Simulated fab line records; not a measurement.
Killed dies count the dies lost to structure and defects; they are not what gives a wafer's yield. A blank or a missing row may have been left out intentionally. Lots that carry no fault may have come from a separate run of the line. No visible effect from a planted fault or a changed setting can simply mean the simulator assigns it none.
One fault through the eyes of 2 desks | flow n5Finfet | each desk holds nothing but its own numbers, with what lay behind them at the end

## AT THE TOOL OWNER'S DESK: pecvd-01
The tool's own readings at N5_BEOL_M14_ILD_DEP_00 (deposits SiO2 from TEOS/O2, target thk 1119.3 nm, time 237.4 s): means of the sampled wafers that have a number, for each lot that ran on this tool. A lot is out of limits, marked OUT, if its mean lies more than 4 standard deviations from the usual mean; the brackets give that distance.
Columns: A = heaterPowerOuterW at N5_BEOL_M14_ILD_DEP_00, usual 262 W; B = heaterPowerW at N5_BEOL_M14_ILD_DEP_00, usual 496 W; C = rfFwdPowerW at N5_BEOL_M14_ILD_DEP_00, usual 897.4 W; D = runLengthS at N5_BEOL_M14_ILD_DEP_00, usual 280.3 s; E = showerheadPlenumPTorr at N5_BEOL_M14_ILD_DEP_00, usual 8.35 Torr; F = throttleValvePct at N5_BEOL_M14_ILD_DEP_00, usual 18.0 %
lot  | first seen here | A   | B   | C     | D               | E    | F
L346 | day 13 19:47    | 191 | 401 | 895.8 | 280.1           | 8.36 | 17.4
L347 | day 13 22:20    | 234 | 459 | 897.4 | 304.3 (+41) OUT | 8.36 | 17.4
L351 | day 14 16:53    | 220 | 446 | 897.1 | 304.2 (+41) OUT | 8.36 | 17.6
This desk's verdict: out of limits on L347, L351, starting with L347 at day 13 22:20 (runLengthS at N5_BEOL_M14_ILD_DEP_00). L346 stayed within limits.

## METROLOGY DESK
What the gauges read for every lot (on any tool): the sampled wafers with a number, averaged. A lot is out of limits, marked OUT, if its mean lies more than 4 standard deviations from the usual mean; the brackets give that distance.
Columns: A = M14_ILD_THK at N5_BEOL_M14_THK_MEAS_01, usual 1118 nm
lot  | first seen here | A
L346 | day 13 19:53    | 1123
L347 | day 13 22:31    | 1238 (+6.6) OUT
L351 | day 14 17:05    | 1236 (+6.6) OUT
L360 | day 17 05:44    | 1126
Finding of this desk: L347, L351 out of limits, first seen on L347 at day 13 22:31 (M14_ILD_THK at N5_BEOL_M14_THK_MEAS_01). L346, L360 stayed within limits.

## BROUGHT TOGETHER
An alarm could have come from the tool owner's desk at day 13 22:20, on L347, L351.
At day 13 22:31 the metrology desk could have sounded an alarm, on L347, L351.
The lots listed all ran N5_BEOL_M14_ILD_DEP_00 on pecvd-01.

## WHAT THE SIMULATOR HAD PUT IN
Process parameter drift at N5_BEOL_M14_ILD_DEP_00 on pecvd-01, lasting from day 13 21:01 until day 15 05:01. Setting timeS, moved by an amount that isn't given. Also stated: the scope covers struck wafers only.
Lots struck among those shown: L347, L351.
Fault start to first reading out of limits, in hours, per desk: tool owner, 1; metrology, 2.
